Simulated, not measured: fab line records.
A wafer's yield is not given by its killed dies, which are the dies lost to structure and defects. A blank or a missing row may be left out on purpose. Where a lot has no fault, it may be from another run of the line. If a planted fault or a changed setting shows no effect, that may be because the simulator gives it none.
The tool behind it: which one? / flow nand-harc / 39 wafers from 13 lots sampled at 6 of the route's 1159 steps

WHAT EACH GAUGE READ, for each wafer
NHARC_P_STI_OCD_MEAS_17.
lot=L123; measured=day 2 09:21; on=ocd-01; trench-depth-nm (nm)=301 303 297; trench-foot-cd-nm (nm)=153 160 156
lot=L124; measured=day 2 18:50; on=ocd-02; trench-depth-nm (nm)=305 301 301; trench-foot-cd-nm (nm)=160 153 156
lot=L125; measured=day 3 02:17; on=ocd-02; trench-depth-nm (nm)=296 306 300; trench-foot-cd-nm (nm)=162 163 156
lot=L127; measured=day 3 11:47; on=ocd-02; trench-depth-nm (nm)=296 302 302; trench-foot-cd-nm (nm)=156 152 152
lot=L128; measured=day 3 18:53; on=ocd-02; trench-depth-nm (nm)=307 294 289; trench-foot-cd-nm (nm)=160 156 154
lot=L129; measured=day 4 01:37; on=ocd-02; trench-depth-nm (nm)=298 301 297; trench-foot-cd-nm (nm)=159 154 159
lot=L130; measured=day 4 05:44; on=ocd-01; trench-depth-nm (nm)=299 301 295; trench-foot-cd-nm (nm)=152 154 154
lot=L131; measured=day 4 13:59; on=ocd-01; trench-depth-nm (nm)=305 293 304; trench-foot-cd-nm (nm)=160 161 153
lot=L132; measured=day 4 21:26; on=ocd-01; trench-depth-nm (nm)=302 299 299; trench-foot-cd-nm (nm)=151 149 154
lot=L134; measured=day 5 05:21; on=ocd-01; trench-depth-nm (nm)=303 305 301; trench-foot-cd-nm (nm)=153 159 160
lot=L135; measured=day 5 12:42; on=ocd-01; trench-depth-nm (nm)=301 296 303; trench-foot-cd-nm (nm)=158 158 160
lot=L139; measured=day 6 10:01; on=ocd-01; trench-depth-nm (nm)=299 305 292; trench-foot-cd-nm (nm)=151 153 158
lot=L146; measured=day 8 05:58; on=ocd-02; trench-depth-nm (nm)=298 307 308; trench-foot-cd-nm (nm)=154 152 159

NHARC_P_GATE_CD_MEAS_11: target cd 1640 nm.
lot=L123; measured=day 4 02:11; on=cd-sem-03; cd-nm (nm)=1640.1 1645.3 1637.6
lot=L124; measured=day 4 02:02; on=cd-sem-02; cd-nm (nm)=1639.8 1640.4 1638.5
lot=L125; measured=day 4 17:58; on=cd-sem-02; cd-nm (nm)=1645.1 1640.6 1636.9
lot=L127; measured=day 5 00:58; on=cd-sem-02; cd-nm (nm)=1641.3 1639.9 1637.3
lot=L128; measured=day 5 09:08; on=cd-sem-03; cd-nm (nm)=1635.3 1642.7 1635.4
lot=L129; measured=day 5 14:41; on=cd-sem-02; cd-nm (nm)=1642.5 1638.6 1638.3
lot=L130; measured=day 5 14:32; on=cd-sem-01; cd-nm (nm)=1642.7 1641.0 1635.6
lot=L131; measured=day 6 06:26; on=cd-sem-01; cd-nm (nm)=1640.8 1639.6 1638.2
lot=L132; measured=day 6 06:38; on=cd-sem-02; cd-nm (nm)=1641.4 1639.0 1634.5
lot=L134; measured=day 6 21:36; on=cd-sem-03; cd-nm (nm)=1638.7 1642.6 1641.0
lot=L135; measured=day 7 08:58; on=cd-sem-03; cd-nm (nm)=1637.8 1637.6 1639.3
lot=L139; measured=day 7 21:57; on=cd-sem-03; cd-nm (nm)=1642.0 1638.9 1641.7
lot=L146; measured=day 9 14:04; on=cd-sem-02; cd-nm (nm)=1637.2 1642.2 1637.9

NHARC_P_GATE_CD_MEAS_91: target cd 2000 nm.
lot=L123; measured=day 5 08:07; on=cd-sem-01; cd-nm (nm)=2004.0 2001.0 2000.9
lot=L124; measured=day 5 10:56; on=cd-sem-01; cd-nm (nm)=2002.1 2001.6 2000.9
lot=L125; measured=day 5 23:05; on=cd-sem-02; cd-nm (nm)=1997.9 1999.1 2000.2
lot=L127; measured=day 6 06:15; on=cd-sem-02; cd-nm (nm)=1998.7 1998.6 2002.7
lot=L128; measured=day 6 17:07; on=cd-sem-02; cd-nm (nm)=1997.8 2001.8 2000.6
lot=L129; measured=day 6 20:32; on=cd-sem-01; cd-nm (nm)=1997.2 1999.9 2000.1
lot=L130; measured=day 6 19:40; on=cd-sem-03; cd-nm (nm)=2003.1 2004.2 2003.0
lot=L131; measured=day 7 14:56; on=cd-sem-01; cd-nm (nm)=1998.4 2000.0 2000.5
lot=L132; measured=day 7 11:46; on=cd-sem-03; cd-nm (nm)=2003.2 2003.2 2000.7
lot=L134; measured=day 8 04:07; on=cd-sem-02; cd-nm (nm)=2000.6 1996.0 2000.6
lot=L135; measured=day 8 16:22; on=cd-sem-02; cd-nm (nm)=- - -
lot=L139; measured=day 9 06:04; on=cd-sem-03; cd-nm (nm)=2000.4 2002.0 2001.4
lot=L146; measured=day 10 21:01; on=cd-sem-03; cd-nm (nm)=2003.3 2003.0 2000.8

NHARC_END_SORT_01.
lot=L135; measured=day 22 03:14; on=prober-02; killed-at-array=30 28 27; killed-at-other=1 1 1; killed-at-periphery=646 648 649; killed-dies=677 677 677; killed-open=2 4 6; killed-short=3 3 2

EACH LOT AND THE TOOL THAT RAN IT (in order: tool; ch and the chambers of the sampled wafers; start)
lot=L123; NHARC_P_GATE_DEP_103=pecvd-04 ch 0,1, day 4 15:22; NHARC_P_GATE_EXPOSE_88=krf-scanner-02 ch 0, day 5 07:57
lot=L124; NHARC_P_GATE_DEP_103=pecvd-04 ch 0,2, day 4 14:44; NHARC_P_GATE_EXPOSE_88=krf-scanner-02 ch 0, day 5 10:47
lot=L125; NHARC_P_GATE_DEP_103=pecvd-03 ch 0,2, day 5 07:03; NHARC_P_GATE_EXPOSE_88=krf-scanner-04 ch 0, day 5 22:56
lot=L127; NHARC_P_GATE_DEP_103=pecvd-01 ch 1,2, day 5 14:10; NHARC_P_GATE_EXPOSE_88=krf-scanner-03 ch 0, day 6 06:06
lot=L128; NHARC_P_GATE_DEP_103=pecvd-04 ch 0,1,2, day 6 00:18; NHARC_P_GATE_EXPOSE_88=krf-scanner-04 ch 0, day 6 16:58
lot=L129; NHARC_P_GATE_DEP_103=pecvd-04 ch 0,1, day 6 04:25; NHARC_P_GATE_EXPOSE_88=krf-scanner-02 ch 0, day 6 20:23
lot=L130; NHARC_P_GATE_DEP_103=pecvd-04 ch 0,1,2, day 6 03:43; NHARC_P_GATE_EXPOSE_88=krf-scanner-03 ch 0, day 6 19:30
lot=L131; NHARC_P_GATE_DEP_103=pecvd-01 ch 0,2, day 6 20:13; NHARC_P_GATE_EXPOSE_88=krf-scanner-03 ch 0, day 7 14:47
lot=L132; NHARC_P_GATE_DEP_103=pecvd-01 ch 0,2, day 6 19:34; NHARC_P_GATE_EXPOSE_88=krf-scanner-03 ch 0, day 7 11:37
lot=L134; NHARC_P_GATE_DEP_103=pecvd-04 ch 0,1, day 7 11:11; NHARC_P_GATE_EXPOSE_88=krf-scanner-02 ch 0, day 8 03:58
lot=L135; NHARC_P_GATE_DEP_103=pecvd-04 ch 0,2, day 7 23:19; NHARC_P_GATE_EXPOSE_88=krf-scanner-03 ch 0, day 8 16:11
lot=L139; NHARC_P_GATE_DEP_103=pecvd-01 ch 0,1, day 8 13:47; NHARC_P_GATE_EXPOSE_88=krf-scanner-03 ch 0, day 9 05:54
lot=L146; NHARC_P_GATE_DEP_103=pecvd-03 ch 1,2, day 10 04:07; NHARC_P_GATE_EXPOSE_88=krf-scanner-04 ch 0, day 10 20:52
- NHARC_P_GATE_DEP_103: deposits SiON, target thk 30 nm.
- NHARC_P_GATE_EXPOSE_88: exposes mask P HVN, target cd 2000 nm.

AS READ BY THE TOOLS THEMSELVES (means over the sampled wafers that have a number; for cases with no such wafer, the mark the record gives instead)
NHARC_P_GATE_DEP_103.
lot=L123; tool=pecvd-04; heater-power-w (W)=777
lot=L124; tool=pecvd-04; heater-power-w (W)=662
lot=L125; tool=pecvd-03; heater-power-w (W)=799
lot=L127; tool=pecvd-01; heater-power-w (W)=639
lot=L128; tool=pecvd-04; heater-power-w (W)=704
lot=L129; tool=pecvd-04; heater-power-w (W)=778
lot=L130; tool=pecvd-04; heater-power-w (W)=760
lot=L131; tool=pecvd-01; heater-power-w (W)=743
lot=L132; tool=pecvd-01; heater-power-w (W)=674
lot=L134; tool=pecvd-04; heater-power-w (W)=785
lot=L135; tool=pecvd-04; heater-power-w (W)=741
lot=L139; tool=pecvd-01; heater-power-w (W)=696
lot=L146; tool=pecvd-03; heater-power-w (W)=812

THE ANSWER, worked out from the rows above alone
Rule: the usual values come from the lots themselves. The widest of any qualifying gaps counts: lots, ordered by their means at a reading, are off when they make up no more than a third of the lots, leave a main group of 4 or more, and stand apart from it by 3 or more times the standard deviation of that group's means. A main group is skipped when, at the precision printed for the reading in the tables above, its means are all equal. A lot without any number at a reading at which 4 lots or more have one is off too. The other lots that the step has rows for count as sound. Order of review: gauges by route order, followed by the tools' own readings, for which a lot's mean as printed above is used. At the first step where some lot is off, the reading lying furthest off is the one used; lots without a number count as furthest.
Off: L135 (NHARC_P_GATE_CD_MEAS_91, cd-nm). Without a number there: L135. The main group: mean 2000.8 nm, standard deviation 1.5.
A tool fits if, at a process step before that reading, it ran every lot that is off, and no sound lot after the first of them. Gauges at NHARC_P_GATE_CD_MEAS_91: tried the same way as those tools. This does not decide it: 2 tools fit, namely pecvd-04 at NHARC_P_GATE_DEP_103 and cd-sem-02 at NHARC_P_GATE_CD_MEAS_91.

WHAT THE SIMULATOR HAD PUT IN
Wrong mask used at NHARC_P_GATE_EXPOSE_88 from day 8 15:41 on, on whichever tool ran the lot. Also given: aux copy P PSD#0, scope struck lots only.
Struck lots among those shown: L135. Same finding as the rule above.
